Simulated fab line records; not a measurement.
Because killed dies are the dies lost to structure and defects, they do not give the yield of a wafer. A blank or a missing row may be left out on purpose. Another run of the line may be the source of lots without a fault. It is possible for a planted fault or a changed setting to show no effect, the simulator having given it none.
fab line records	flow n5Finfet
record: lots: 24	wafers: 72	lastDay: 18
route steps=1938 shown BEOL_M7@1311 BEOL_M8@1347 BEOL_M9@1402
lots with no fault: from the same line, run without faults
startH: hours from the record's opening day to when the first of the lot's shown wafers began	waitH: hours elapsed since this lot's preceding step	" as in the row above	L1.1+2: a row that stands for several wafers	- no value, or no start was given	* or withheld: withheld	< > ~ a bound
route shown NAME@n: NAME is a module with steps in the file, n the number in the route of the first one	usual: mean/standard deviation taken from wafers without a fault	same: alike in all rows	chamber/n: place in a boat	sites: the reading at each site	_std_site: standard deviation across them	_edge_site: outer sites' mean less inner sites'	radiusMm: how far each site lies from the wafer's centre	mask NAME#n: copy n	behind: the tool/chamber that last shaped the wafer	hold: reason for holding the lot/hours on hold/outcome of the hold	device: whichever transistor did not switch (one of n, p or np)	end of line: the route-end tests of the same wafers	step lacking rows: just its recipe	killed: the dies lost at the first sort to structure and to defects; this is not the yield of the wafer	map: per-die view of a wafer (x killed, . not killed, _ where there is no die)
set.NAME: the setting the step ran with; set.NAME@STEP: the setting that earlier step ran with	model.NAME: the simulator's own value behind a step, which no gauge read
a sample of lots followed through the steps of the route, with each step as a table and each wafer as a row
services: the hour from which a tool's chamber was out of use, counted from the record's first day as startH (under 0 if before that day), plus the number of hours and why
== steps ==
step: N5_BEOL_M7_OCD_MEAS_38
usual: trenchDepthNm: 92.9/1.9
lot.wafer	tool	chamber	startH	waitH	trenchDepthNm
L074.3	ocd-02	-	229.65	-	94.9
L074.4	"	-	"	"	93.7
L074.5	"	-	"	"	95.2
L076.1	ocd-02	-	232.19	-	94.0
L076.2	"	-	"	"	88.3
L076.5	"	-	"	"	88.8
L075.3	ocd-01	-	232.87	-	94.1
L075.4	"	-	"	"	92.9
L075.6	"	-	"	"	88.2
L079.1	ocd-01	-	235.95	-	94.0
L079.3	"	-	"	"	88.9
L079.5	"	-	"	"	95.0
L081.1	ocd-02	-	241.47	-	95.1
L081.3	"	-	"	"	92.0
L081.6	"	-	"	"	95.8
L077.1	ocd-01	-	241.86	-	91.9
L077.3	"	-	"	"	93.4
L077.6	"	-	"	"	91.8
L082.1	ocd-02	-	244.71	-	89.5
L082.4	"	-	"	"	93.9
L082.5	"	-	"	"	92.8
L080.1	ocd-02	-	250.49	-	93.9
L080.4	"	-	"	"	92.4
L080.5	"	-	"	"	92.3
L078.1	ocd-01	-	274.73	-	90.0
L078.4	"	-	"	"	94.1
L078.5	"	-	"	"	93.2
L083.3	ocd-02	-	278.55	-	94.3
L083.5	"	-	"	"	93.0
L083.6	"	-	"	"	89.2
L084.2	ocd-02	-	278.84	-	92.9
L084.5	"	-	"	"	95.4
L084.6	"	-	"	"	92.4
L085.2	ocd-02	-	278.95	-	93.7
L085.3	"	-	"	"	91.6
L085.5	"	-	"	"	93.3
L086.2	ocd-01	-	282.16	-	91.9
L086.3	"	-	"	"	92.7
L086.6	"	-	"	"	91.7
L089.1	ocd-01	-	308.53	-	89.3
L089.3	"	-	"	"	95.3
L089.5	"	-	"	"	91.8
L087.3	ocd-01	-	309.01	-	92.9
L087.4	"	-	"	"	94.3
L087.5	"	-	"	"	92.7
L088.1	ocd-02	-	309.07	-	95.3
L088.2	"	-	"	"	90.6
L088.3	"	-	"	"	93.5
L090.1	ocd-01	-	310.63	-	94.2
L090.2	"	-	"	"	93.2
L090.6	"	-	"	"	94.8
L091.1	ocd-01	-	322.87	-	93.4
L091.4	"	-	"	"	94.7
L091.5	"	-	"	"	91.9
L092.2	ocd-02	-	326.69	-	93.5
L092.4	"	-	"	"	94.1
L092.6	"	-	"	"	92.7
L093.2	ocd-01	-	331.94	-	90.6
L093.3	"	-	"	"	93.0
L093.6	"	-	"	"	92.1
L094.1	ocd-02	-	333.34	-	94.0
L094.2	"	-	"	"	92.4
L094.4	"	-	"	"	95.0
L095.4	ocd-01	-	336.10	-	96.4
L095.5	"	-	"	"	96.9
L095.6	"	-	"	"	94.9
L097.2	ocd-01	-	350.99	-	91.7
L097.3	"	-	"	"	88.8
L097.6	"	-	"	"	92.0
L096.1	ocd-02	-	351.03	-	93.5
L096.3	"	-	"	"	92.4
L096.5	"	-	"	"	93.7
step: N5_BEOL_M8_INSPECT_13
recipe: mode: adi	inspectInstrument: brightfield
usual: rawDefectCount: 440/96
lot.wafer	tool	chamber	startH	waitH	rawDefectCount
L074.3	defectInspect-02	-	236.58	0.0	426
L074.4	"	-	"	"	361
L074.5	"	-	"	"	406
L076.1	defectInspect-01	-	237.24	0.0	482
L076.2	"	-	"	"	449
L076.5	"	-	"	"	374
L075.3	defectInspect-02	-	240.35	0.0	402
L075.4	"	-	"	"	630
L075.6	"	-	"	"	413
L079.1	defectInspect-02	-	242.53	0.0	638
L079.3	"	-	"	"	520
L079.5	"	-	"	"	350
L081.1	defectInspect-02	-	248.24	0.0	365
L081.3	"	-	"	"	306
L081.6	"	-	"	"	591
L077.1	defectInspect-02	-	250.78	0.0	335
L077.3	"	-	"	"	325
L077.6	"	-	"	"	354
L082.1	defectInspect-01	-	250.96	0.0	366
L082.4	"	-	"	"	365
L082.5	"	-	"	"	318
L080.1	defectInspect-01	-	258.87	0.0	469
L080.4	"	-	"	"	786
L080.5	"	-	"	"	663
L078.1	defectInspect-02	-	279.70	0.0	310
L078.4	"	-	"	"	461
L078.5	"	-	"	"	467
L083.3	defectInspect-01	-	283.47	0.0	354
L083.5	"	-	"	"	349
L083.6	"	-	"	"	357
L084.2	defectInspect-02	-	284.49	0.0	359
L084.5	"	-	"	"	401
L084.6	"	-	"	"	449
L085.2	defectInspect-01	-	284.88	0.0	423
L085.3	"	-	"	"	546
L085.5	"	-	"	"	439
L086.2	defectInspect-01	-	289.58	0.0	329
L086.3	"	-	"	"	336
L086.6	"	-	"	"	373
L089.1	defectInspect-02	-	313.22	0.0	424
L089.3	"	-	"	"	465
L089.5	"	-	"	"	508
L087.3	defectInspect-02	-	313.64	0.0	488
L087.4	"	-	"	"	503
L087.5	"	-	"	"	434
L088.1	defectInspect-01	-	313.86	0.0	454
L088.2	"	-	"	"	396
L088.3	"	-	"	"	375
L090.1	defectInspect-02	-	316.40	0.0	402
L090.2	"	-	"	"	406
L090.6	"	-	"	"	419
L091.1	defectInspect-01	-	328.81	0.0	504
L091.4	"	-	"	"	558
L091.5	"	-	"	"	620
L092.2	defectInspect-01	-	332.18	0.0	399
L092.4	"	-	"	"	402
L092.6	"	-	"	"	293
L093.2	defectInspect-02	-	336.99	0.0	488
L093.3	"	-	"	"	416
L093.6	"	-	"	"	540
L094.1	defectInspect-01	-	340.03	0.0	366
L094.2	"	-	"	"	306
L094.4	"	-	"	"	411
L095.4	defectInspect-01	-	343.08	0.0	308
L095.5	"	-	"	"	358
L095.6	"	-	"	"	313
L097.2	defectInspect-01	-	359.37	0.0	394
L097.3	"	-	"	"	459
L097.6	"	-	"	"	416
L096.1	defectInspect-02	-	359.76	0.0	584
L096.3	"	-	"	"	479
L096.5	"	-	"	"	561
step: N5_BEOL_M8_ETCH_62
recipe: chemistry: N2/H2	target: SOC	targetDepthA: 1100	overetchA: 220	maskMaterial: SiARC	tempC: 40	timeS: 165	ionEnergyEv: 200	pressureMtorr: 30	sourceW: 840	biasW: 150	n2FlowSccm: 200	h2FlowSccm: 200
usual: drypumpMotorCurrentA: 5.7/0.45	oesProductAu: 0.70/0.065	rfVppV: 522.8/2.2	showerheadPlenumPTorr: 2.50/0.074	throttleValvePct: 17.72/0.26
lot.wafer	tool	chamber	startH	waitH	drypumpMotorCurrentA	oesProductAu	rfHoursCounterH	rfVppV	showerheadPlenumPTorr	throttleValvePct
L074.3	rieDiel-01	2	236.71	0.0	5.8	0.73	46	521.7	2.46	17.71
L074.4	"	0	"	"	4.9	0.57	249	521.7	2.50	18.23
L074.5	"	1	"	"	6.3	0.77	-	522.9	2.47	17.45
L076.1	rieDiel-01	2	238.19	0.0	5.8	0.74	47	522.1	2.46	17.73
L076.2	"	3	"	"	6.1	0.69	94	523.5	2.46	17.43
L076.5	"	0	"	"	4.9	0.57	-	522.5	2.50	18.24
L075.3	rieDiel-01	2	240.66	0.0	5.8	0.72	48	522.0	2.46	17.73
L075.4	"	1	"	"	6.3	0.77	-	521.7	2.47	17.44
L075.6	"	3	"	"	6.1	0.68	-	521.0	2.46	17.45
L079.1	rieDiel-01	2	243.72	0.0	5.8	0.73	50	522.2	2.46	17.71
L079.3	"	1	"	"	6.3	0.77	21	523.0	2.47	17.44
L079.5	"	2	"	"	5.7	0.73	-	522.3	2.46	17.73
L081.1	rieDiel-06	2	248.36	0.0	4.9	0.74	65	523.7	2.58	18.07
L081.3	"	0	"	"	5.7	0.65	140	521.7	2.43	17.47
L081.6	"	2	"	"	4.9	0.74	-	525.6	2.58	18.05
L077.1	rieDiel-06	1	250.90	0.0	5.8	0.57	238	523.4	2.49	17.95
L077.3	"	0	"	"	5.8	0.65	141	520.8	2.43	17.47
L077.6	"	1	"	"	5.8	0.57	-	521.7	2.49	17.93
L082.1	rieDiel-01	1	251.08	0.0	6.3	0.76	24	523.1	2.46	17.45
L082.4	"	2	"	"	5.8	0.73	-	522.5	2.46	17.72
L082.5	"	1	"	"	6.3	0.76	-	522.9	2.46	17.45
L080.1	rieDiel-03	1	259.00	0.0	5.8	0.74	41	524.5	2.59	17.31
L080.4	"	3	"	"	5.8	0.65	123	523.7	2.56	18.09
L080.5	"	3	"	"	5.8	0.64	-	524.2	2.56	18.08
L078.1	rieDiel-01	1	279.82	0.0	6.3	0.75	34	522.3	2.46	17.47
L078.4	"	0	"	"	4.9	0.78	8	522.1	2.50	17.85
L078.5	"	1	"	"	6.4	0.75	-	522.0	2.46	17.48
L083.3	rieDiel-01	1	283.59	0.0	6.4	0.74	35	521.0	2.46	17.47
L083.5	"	2	"	"	5.8	0.72	-	522.9	2.46	17.75
L083.6	"	1	"	"	6.4	0.75	-	521.3	2.46	17.49
L084.2	rieDiel-06	3	284.75	0.0	6.0	0.79	8	522.1	2.49	17.74
L084.5	"	0	"	"	5.7	0.64	-	520.8	2.42	17.51
L084.6	"	2	"	"	4.9	0.72	-	525.1	2.58	18.09
L085.2	rieDiel-06	2	285.73	0.0	4.9	0.72	79	525.6	2.58	18.10
L085.3	"	0	"	"	5.7	0.64	155	521.8	2.42	17.51
L085.5	"	2	"	"	4.9	0.72	-	523.5	2.58	18.09
L086.2	rieDiel-03	1	289.71	0.0	5.9	0.73	52	523.8	2.58	17.34
L086.3	"	2	"	"	5.9	0.78	19	528.7	2.71	17.76
L086.6	"	0	"	"	5.2	0.58	-	519.5	2.43	18.01
L089.1	rieDiel-06	1	313.54	0.0	5.8	0.79	7	522.2	2.48	17.58
L089.3	"	3	"	"	6.0	0.77	20	523.0	2.49	17.77
L089.5	"	2	"	"	4.9	0.71	-	524.6	2.57	18.12
L087.3	rieDiel-03	1	314.09	0.0	5.9	0.72	60	526.7	2.58	17.35
L087.4	"	3	"	"	5.8	0.64	142	524.3	2.56	18.12
L087.5	"	1	"	"	5.9	0.72	-	525.9	2.58	17.35
L088.1	rieDiel-06	3	314.45	0.0	6.0	0.77	20	522.6	2.49	17.77
L088.2	"	1	"	"	5.8	0.79	8	523.8	2.48	17.58
L088.3	"	0	"	"	5.7	0.63	167	523.2	2.42	17.53
L090.1	rieDiel-06	1	316.85	0.0	5.7	0.77	9	521.9	2.48	17.58
L090.2	"	3	"	"	6.0	0.76	22	521.2	2.49	17.77
L090.6	"	3	"	"	6.0	0.77	-	523.6	2.49	17.76
L091.1	rieDiel-03	1	329.09	0.0	5.9	0.72	67	524.1	2.58	17.36
L091.4	"	3	"	"	5.8	0.63	149	524.3	2.55	18.12
L091.5	"	3	"	"	5.8	0.62	-	523.7	2.55	18.12
L092.2	rieDiel-06	0	332.42	0.0	5.8	0.62	174	520.8	2.42	17.55
L092.4	"	1	"	"	5.8	0.77	15	522.6	2.48	17.59
L092.6	"	1	"	"	5.7	0.77	-	522.8	2.48	17.58
L093.2	rieDiel-06	0	337.12	0.0	5.8	0.63	176	521.5	2.41	17.54
L093.3	"	3	"	"	6.0	0.74	30	522.7	2.48	17.79
L093.6	"	1	"	"	5.7	0.76	-	523.0	2.47	17.59
L094.1	rieDiel-01	3	340.16	0.0	6.1	0.66	131	520.5	2.44	17.51
L094.2	"	1	"	"	6.3	0.73	55	521.3	2.45	17.53
L094.4	"	0	"	"	4.8	0.73	28	523.4	2.49	17.90
L095.4	rieDiel-03	1	344.30	0.0	5.9	0.71	72	526.7	2.57	17.36
L095.5	"	1	"	"	5.9	0.71	-	523.9	2.57	17.38
L095.6	"	2	"	"	5.8	0.75	-	528.5	2.70	17.79
L097.2	rieDiel-01	0	359.49	0.0	4.9	0.73	34	521.4	2.48	17.91
L097.3	"	2	"	"	5.8	0.68	92	521.1	2.45	17.79
L097.6	"	1	"	"	6.4	0.71	-	521.6	2.45	17.52
L096.1	rieDiel-03	2	360.06	0.0	5.8	0.73	44	526.7	2.70	17.80
L096.3	"	1	"	"	5.9	0.69	78	524.9	2.57	17.39
L096.5	"	0	"	"	5.2	0.58	-	519.6	2.41	18.07
step: N5_BEOL_M8_CD_MEAS_28
recipe: targetCdNm: 40	landingEnergyEv: 500	detector: seInlens
usual: cdNm: 39.97/0.24
same: landingEnergyEv: 500
lot.wafer	tool	chamber	startH	waitH	cdNm
L074.3	cdSem-02	0	238.49	-	39.90
L074.4	"	0	"	"	39.99
L074.5	"	0	"	"	40.05
L076.1	cdSem-03	0	239.09	-	40.22
L076.2	"	0	"	"	39.89
L076.5	"	0	"	"	40.20
L075.3	cdSem-02	0	241.77	-	40.19
L075.4	"	0	"	"	40.21
L075.6	"	0	"	"	39.96
L079.1	cdSem-03	0	244.57	-	39.71
L079.3	"	0	"	"	40.19
L079.5	"	0	"	"	39.71
L081.1	cdSem-02	0	249.54	-	39.99
L081.3	"	0	"	"	39.88
L081.6	"	0	"	"	40.02
L082.1	cdSem-01	0	252.23	-	39.86
L082.4	"	0	"	"	40.36
L082.5	"	0	"	"	39.95
L077.1	cdSem-01	0	252.40	-	39.73
L077.3	"	0	"	"	40.16
L077.6	"	0	"	"	40.37
L080.1	cdSem-02	0	259.90	-	39.75
L080.4	"	0	"	"	39.90
L080.5	"	0	"	"	39.70
L078.1	cdSem-03	0	281.68	-	39.47
L078.4	"	0	"	"	40.12
L078.5	"	0	"	"	40.14
L083.3	cdSem-01	0	284.53	-	39.59
L083.5	"	0	"	"	39.96
L083.6	"	0	"	"	39.91
L084.2	cdSem-03	0	288.53	-	40.10
L084.5	"	0	"	"	40.02
L084.6	"	0	"	"	39.58
L085.2	cdSem-01	0	288.57	-	39.78
L085.3	"	0	"	"	40.52
L085.5	"	0	"	"	40.06
L086.2	cdSem-03	0	291.16	-	40.15
L086.3	"	0	"	"	39.99
L086.6	"	0	"	"	40.37
L089.1	cdSem-03	0	315.26	-	40.17
L089.3	"	0	"	"	40.32
L089.5	"	0	"	"	39.97
L088.1	cdSem-03	0	315.43	-	39.86
L088.2	"	0	"	"	39.76
L088.3	"	0	"	"	39.98
L087.3	cdSem-01	0	315.48	-	40.16
L087.4	"	0	"	"	39.81
L087.5	"	0	"	"	40.03
L090.1	cdSem-01	0	317.99	-	39.90
L090.2	"	0	"	"	39.60
L090.6	"	0	"	"	40.29
L091.1	cdSem-02	0	331.16	-	39.83
L091.4	"	0	"	"	39.71
L091.5	"	0	"	"	39.90
L092.2	cdSem-01	0	335.17	-	39.72
L092.4	"	0	"	"	40.11
L092.6	"	0	"	"	39.79
L093.2	cdSem-02	0	338.76	-	40.12
L093.3	"	0	"	"	39.98
L093.6	"	0	"	"	40.03
L094.1	cdSem-01	0	342.09	-	40.53
L094.2	"	0	"	"	39.85
L094.4	"	0	"	"	39.85
L095.4	cdSem-03	0	346.98	-	39.95
L095.5	"	0	"	"	39.79
L095.6	"	0	"	"	39.52
L096.1	cdSem-02	0	362.13	-	40.33
L096.3	"	0	"	"	39.88
L096.5	"	0	"	"	39.84
L097.2	cdSem-03	0	362.34	-	40.28
L097.3	"	0	"	"	40.49
L097.6	"	0	"	"	40.27
step: N5_BEOL_M8_ETCH_72
recipe: chemistry: N2/H2	target: underlayer	targetDepthA: 65	maskMaterial: CAR-EUV	timeS: 5.2	ionEnergyEv: 200	pressureMtorr: 30	sourceW: 840	biasW: 150	n2FlowSccm: 200	h2FlowSccm: 200	ends: cleared
usual: drypumpMotorCurrentA: 5.7/0.41	etchRfOnTimeS: 5.17/0.12	oesProductAu: 0.70/0.068	rfVppV: 523.1/2.6	showerheadPlenumPTorr: 2.52/0.085	throttleValvePct: 17.79/0.27
lot.wafer	tool	chamber	startH	waitH	drypumpMotorCurrentA	etchRfOnTimeS	oesProductAu	rfHoursCounterH	rfVppV	showerheadPlenumPTorr	throttleValvePct
L074.3	rieDiel-01	2	239.24	0.0	5.8	5.41	0.72	48	522.4	2.46	17.77
L074.4	"	1	"	"	6.3	5.26	0.78	-	524.3	2.47	17.48
L074.5	"	2	"	"	5.8	5.52	0.72	-	520.6	2.46	17.75
L076.1	rieDiel-06	2	239.75	0.0	4.9	5.05	0.76	60	525.1	2.58	18.08
L076.2	"	0	"	"	5.7	5.09	0.67	136	522.4	2.43	17.53
L076.5	"	2	"	"	4.9	4.99	0.76	-	526.0	2.58	18.12
L075.3	rieDiel-06	0	242.97	0.0	5.8	5.08	0.66	138	521.6	2.43	17.52
L075.4	"	2	"	"	4.9	5.00	0.76	-	524.7	2.58	18.10
L075.6	"	1	"	"	5.7	4.93	0.59	-	523.3	2.49	17.98
L079.1	rieDiel-06	1	245.08	0.0	5.7	5.00	0.60	236	525.9	2.49	17.98
L079.3	"	2	"	"	4.9	5.03	0.75	63	523.9	2.58	18.10
L079.5	"	1	"	"	5.7	4.99	0.59	-	521.8	2.49	17.99
L081.1	rieDiel-03	0	249.69	0.0	5.2	5.23	0.59	211	521.1	2.43	17.99
L081.3	"	1	"	"	5.9	5.08	0.77	39	523.9	2.59	17.37
L081.6	"	2	"	"	5.9	5.25	0.81	-	529.0	2.72	17.77
L082.1	rieDiel-01	1	252.39	0.0	6.3	5.18	0.77	24	522.0	2.46	17.49
L082.4	"	1	"	"	6.3	5.23	0.77	-	521.4	2.46	17.47
L082.5	"	2	"	"	5.8	5.39	0.72	-	520.9	2.46	17.77
L077.1	rieDiel-03	1	252.56	0.0	5.9	5.10	0.76	39	527.4	2.59	17.35
L077.3	"	3	"	"	5.8	5.29	0.65	121	523.8	2.56	18.11
L077.6	"	0	"	"	5.2	5.19	0.60	-	519.7	2.43	18.03
L080.1	rieDiel-06	0	260.05	0.0	5.7	5.15	0.66	145	520.7	2.43	17.52
L080.4	"	0	"	"	5.7	5.09	0.66	-	520.6	2.43	17.51
L080.5	"	2	"	"	4.9	5.05	0.75	-	524.3	2.58	18.13
L078.1	rieDiel-06	1	281.84	0.0	5.8	5.05	0.58	250	521.8	2.48	17.98
L078.4	"	0	"	"	5.7	5.17	0.64	153	520.6	2.43	17.57
L078.5	"	0	"	"	5.7	5.20	0.64	-	521.1	2.42	17.56
L083.3	rieDiel-06	3	285.16	0.0	6.0	5.09	0.81	8	520.3	2.49	17.78
L083.5	"	3	"	"	6.0	5.01	0.81	-	522.0	2.49	17.76
L083.6	"	0	"	"	5.8	5.16	0.64	-	518.8	2.42	17.55
L084.2	rieDiel-03	1	289.14	0.0	5.9	5.14	0.74	52	524.9	2.58	17.39
L084.5	"	1	"	"	5.9	5.15	0.73	-	525.8	2.58	17.38
L084.6	"	2	"	"	5.9	5.24	0.78	-	529.6	2.71	17.79
L085.2	rieDiel-06	2	289.23	0.0	4.9	5.09	0.73	81	524.6	2.57	18.11
L085.3	"	3	"	"	6.0	5.09	0.80	11	521.8	2.49	17.82
L085.5	"	0	"	"	5.8	5.20	0.63	-	522.1	2.42	17.55
L086.2	rieDiel-01	2	291.32	0.0	5.8	5.38	0.71	68	523.8	2.45	17.76
L086.3	"	3	"	"	6.1	5.10	0.67	115	523.0	2.45	17.50
L086.6	"	2	"	"	5.8	5.43	0.70	-	523.1	2.45	17.80
L089.1	rieDiel-03	2	315.42	0.0	5.8	5.26	0.76	28	528.0	2.71	17.81
L089.3	"	3	"	"	5.8	5.26	0.65	142	521.6	2.55	18.17
L089.5	"	0	"	"	5.2	5.17	0.58	-	520.8	2.42	18.03
L088.1	rieDiel-01	0	315.64	0.0	4.8	5.02	0.77	19	521.6	2.49	17.92
L088.2	"	2	"	"	5.8	5.41	0.68	76	522.5	2.45	17.80
L088.3	"	1	"	"	6.3	5.25	0.72	46	521.8	2.46	17.54
L087.3	rieDiel-03	3	315.86	0.0	5.8	5.22	0.63	142	524.3	2.56	18.13
L087.4	"	2	"	"	5.8	5.30	0.76	28	529.1	2.71	17.78
L087.5	"	2	"	"	5.8	5.29	0.78	-	529.2	2.71	17.82
L090.1	rieDiel-03	2	318.15	0.0	5.9	5.25	0.77	29	527.6	2.71	17.81
L090.2	"	3	"	"	5.8	5.28	0.63	144	524.5	2.55	18.15
L090.6	"	0	"	"	5.2	5.15	0.59	-	521.6	2.42	18.06
L091.1	rieDiel-06	2	331.32	0.0	4.9	4.99	0.72	99	522.2	2.57	18.18
L091.4	"	0	"	"	5.8	5.14	0.63	173	520.0	2.42	17.60
L091.5	"	1	"	"	5.8	5.00	0.79	-	524.2	2.48	17.63
L092.2	rieDiel-01	0	335.32	0.0	4.8	5.02	0.76	26	521.8	2.49	17.93
L092.4	"	2	"	"	5.8	5.42	0.68	82	525.2	2.45	17.80
L092.6	"	2	"	"	5.8	5.48	0.68	-	519.2	2.45	17.83
L093.2	rieDiel-03	2	338.92	0.0	5.8	5.29	0.75	36	526.3	2.70	17.84
L093.3	"	3	"	"	5.8	5.33	0.63	151	523.1	2.55	18.18
L093.6	"	2	"	"	5.8	5.28	0.75	-	528.9	2.70	17.81
L094.1	rieDiel-06	2	342.25	0.0	4.9	5.07	0.72	103	523.9	2.56	18.16
L094.2	"	3	"	"	6.0	5.12	0.75	32	522.5	2.48	17.81
L094.4	"	1	"	"	5.8	5.03	0.78	18	523.1	2.47	17.63
L095.4	rieDiel-03	0	347.55	0.0	5.2	5.23	0.58	246	520.2	2.42	18.09
L095.5	"	3	"	"	5.8	5.26	0.63	-	522.4	2.55	18.18
L095.6	"	2	"	"	5.9	5.26	0.75	-	528.3	2.70	17.80
L096.1	rieDiel-03	3	362.88	0.0	5.8	5.22	0.63	161	523.2	2.55	18.17
L096.3	"	1	"	"	5.9	5.07	0.72	80	526.6	2.57	17.41
L096.5	"	2	"	"	5.8	5.19	0.74	-	527.3	2.70	17.85
L097.2	rieDiel-01	2	363.30	0.0	5.8	5.44	0.66	93	521.0	2.44	17.85
L097.3	"	1	"	"	6.3	5.26	0.71	64	521.9	2.45	17.55
L097.6	"	1	"	"	6.3	5.26	0.71	-	521.2	2.45	17.53
step: N5_BEOL_M9_CURE_71
recipe: tempC: 385	timeS: 240	ambient: He/Ar	material: SiCOH_lowk
usual: lampPowerPct: 52.31/0.055	wafer_temp_C_max: 386.9/0.64
lot.wafer	tool	chamber	startH	waitH	lampPowerPct	wafer_temp_C_max
L074.3	uvCure-01	0	243.49	0.2	52.24	387.1
L074.4	"	0	"	"	52.31	387.0
L074.5	"	0	"	"	52.31	387.0
L076.1	uvCure-01	2	246.22	0.6	52.36	386.9
L076.2	"	2	"	"	52.32	387.0
L076.5	"	2	"	"	52.35	386.5
L075.3	uvCure-01	0	248.31	0.7	52.38	386.5
L075.4	"	0	"	"	52.26	386.3
L075.6	"	0	"	"	52.32	386.5
L079.1	uvCure-03	0	249.72	0.1	52.31	386.7
L079.3	"	0	"	"	52.36	386.9
L079.5	"	0	"	"	52.24	386.8
L081.1	uvCure-03	2	253.80	0.5	52.23	387.2
L081.3	"	2	"	"	52.32	387.8
L081.6	"	2	"	"	52.30	387.2
L082.1	uvCure-01	1	257.22	0.0	52.30	385.8
L082.4	"	1	"	"	52.26	386.2
L082.5	"	1	"	"	52.27	385.7
L077.1	uvCure-03	1	258.30	0.0	52.25	387.4
L077.3	"	1	"	"	52.26	387.2
L077.6	"	1	"	"	52.23	386.8
L080.1	uvCure-01	1	263.90	0.0	52.32	386.0
L080.4	"	1	"	"	52.29	385.9
L080.5	"	1	"	"	52.31	386.4
L078.1	uvCure-03	1	285.53	0.0	52.28	386.7
L078.4	"	1	"	"	52.17	388.4
L078.5	"	1	"	"	52.16	387.7
L083.3	uvCure-03	1	290.89	0.2	52.25	388.2
L083.5	"	1	"	"	52.38	387.9
L083.6	"	1	"	"	52.37	387.6
L084.2	uvCure-03	0	293.97	0.1	52.41	386.5
L084.5	"	0	"	"	52.28	387.2
L084.6	"	0	"	"	52.45	387.1
L085.2	uvCure-02	2	294.32	0.2	52.36	387.0
L085.3	"	2	"	"	52.22	386.6
L085.5	"	2	"	"	52.23	386.7
L086.2	uvCure-01	2	294.51	0.1	52.41	386.4
L086.3	"	2	"	"	52.31	386.8
L086.6	"	2	"	"	52.37	387.5
L089.1	uvCure-01	2	319.20	0.2	52.31	387.0
L089.3	"	2	"	"	52.35	387.0
L089.5	"	2	"	"	52.30	387.2
L088.1	uvCure-03	1	319.34	0.1	52.30	388.0
L088.2	"	1	"	"	52.26	387.9
L088.3	"	1	"	"	52.41	388.1
L087.3	uvCure-01	0	319.84	0.3	52.25	386.9
L087.4	"	0	"	"	52.27	386.9
L087.5	"	0	"	"	52.35	387.0
L090.1	uvCure-03	1	321.61	0.2	52.37	388.8
L090.2	"	1	"	"	52.32	388.2
L090.6	"	1	"	"	52.31	387.7
L091.1	uvCure-03	1	334.97	0.0	52.26	387.0
L091.4	"	1	"	"	52.30	387.5
L091.5	"	1	"	"	52.32	387.7
L092.2	uvCure-01	0	339.82	0.1	52.30	387.1
L092.4	"	0	"	"	52.20	386.0
L092.6	"	0	"	"	52.29	387.4
L093.2	uvCure-02	2	342.57	0.1	52.27	387.0
L093.3	"	2	"	"	52.32	387.1
L093.6	"	2	"	"	52.45	386.8
L094.1	uvCure-01	1	345.21	0.0	52.36	386.3
L094.2	"	1	"	"	52.30	386.0
L094.4	"	1	"	"	52.29	386.1
L095.4	uvCure-01	1	351.73	0.4	52.34	386.2
L095.5	"	1	"	"	52.38	386.0
L095.6	"	1	"	"	52.39	385.9
L096.1	uvCure-01	0	367.35	0.0	52.31	386.5
L096.3	"	0	"	"	52.34	387.1
L096.5	"	0	"	"	52.28	386.4
L097.2	uvCure-03	2	367.79	0.1	52.28	386.6
L097.3	"	2	"	"	52.29	386.7
L097.6	"	2	"	"	52.32	386.6
== services ==
tool	chamber	startH	hours	kind
rieDiel-06	1	214.36	13.2	repair
rieDiel-03	-	219.88	28.1	pm
uvCure-02	-	237.16	28.1	pm
rieDiel-01	0	238.87	-	clean
rieDiel-01	0	238.87	-	consumableReplace:focusRing
rieDiel-01	0	238.87	17.9	scheduledDown
rieDiel-01	0	238.87	17.9	ventCycle
rieDiel-06	3	242.28	-	clean
rieDiel-06	3	242.28	-	consumableReplace:focusRing
rieDiel-06	3	242.28	19.6	scheduledDown
rieDiel-06	3	242.28	19.6	ventCycle
rieDiel-06	1	282.21	-	clean
rieDiel-06	1	282.21	-	consumableReplace:focusRing
rieDiel-06	1	282.21	13.8	scheduledDown
rieDiel-06	1	282.21	13.8	ventCycle
rieDiel-01	2	306.55	1.8	repair
uvCure-02	-	316.90	6.8	repair
rieDiel-01	-	317.64	2.8	pm
uvCure-01	-	324.70	12.8	repair
uvCure-03	-	325.06	2.2	repair
uvCure-02	-	332.43	1.0	pm
rieDiel-03	0	361.23	-	clean
rieDiel-03	0	361.23	-	consumableReplace:focusRing
rieDiel-03	0	361.23	-	consumableReplace:showerhead
== key ==
fault none
